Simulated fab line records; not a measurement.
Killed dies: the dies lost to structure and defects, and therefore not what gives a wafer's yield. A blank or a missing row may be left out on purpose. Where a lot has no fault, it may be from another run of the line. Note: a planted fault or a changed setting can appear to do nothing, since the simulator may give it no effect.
Matching of chambers ; flow n5_finfet ; N5_FIN_CUT_DESCUM_13 on rie_diel-02: 4 sister chambers
The step chemistry O2, time 7 s. 16 wafers are shown with their chamber, then 8 later ones without.

EACH WAFER AND ITS CHAMBER
wafer;chamber;showerhead_plenum_p_Torr (Torr);drypump_motor_current_A (A);throttle_valve_pct (%)
L076.1;0;2.09;4.8;20.75
L076.2;2;2.07;5.8;20.44
L076.3;1;2.12;6.0;20.68
L076.4;3;2.25;5.7;20.70
L076.5;1;2.12;6.0;20.69
L076.6;0;2.09;4.8;20.76
L081.1;1;2.12;5.9;20.70
L081.3;0;2.09;4.8;20.75
L081.6;1;2.12;6.0;20.71
L086.1;0;2.09;4.7;20.79
L086.3;2;2.07;5.8;20.46
L086.4;1;2.12;6.0;20.73
L091.2;1;2.11;6.0;20.75
L091.5;3;2.24;5.7;20.73
L091.6;1;2.11;6.0;20.74
L092.1;2;2.07;5.8;20.12

SIGNATURES (averages over the wafers above)
reading;chamber 0;chamber 1;chamber 2;chamber 3;scatter within a chamber
showerhead_plenum_p_Torr;2.0900;2.1171;2.0700;2.2450;0.00401
drypump_motor_current_A;4.775;5.986;5.800;5.700;0.0366
throttle_valve_pct;20.7625;20.7143;20.3400;20.7150;0.0809
Rule: a wafer's distance from a chamber is the root of the sum, over the readings, of the square of ((its reading less the chamber's mean) divided by the reading's scatter). If the next closest chamber is less than 2 further off than the closest, the wafer can't be placed; otherwise it belongs to the closest. The scatter: the root of (the sum of the squares of (reading less its chamber's mean) over the shown wafers, divided by (wafers less chambers)).

WAFERS WITH NO CHAMBER GIVEN
wafer;showerhead_plenum_p_Torr (Torr);drypump_motor_current_A (A);throttle_valve_pct (%)
L092.2;2.11;6.0;20.75
L092.5;2.24;5.7;20.73
L093.3;2.11;5.9;20.75
L093.4;2.24;5.7;20.74
L093.6;2.08;4.8;20.81
L097.1;2.11;6.0;20.76
L097.3;2.06;5.8;20.13
L097.6;2.11;6.0;20.76

WHICH CHAMBER EACH WENT THROUGH
wafer;from the rows above;in truth
L092.2;1;1
L092.5;3;3
L093.3;1;1
L093.4;3;3
L093.6;0;0
L097.1;1;1
L097.3;2;2
L097.6;1;1
Correctly placed: 8 of 8. Left unplaced by these rows: 0. Wrongly placed: 0.
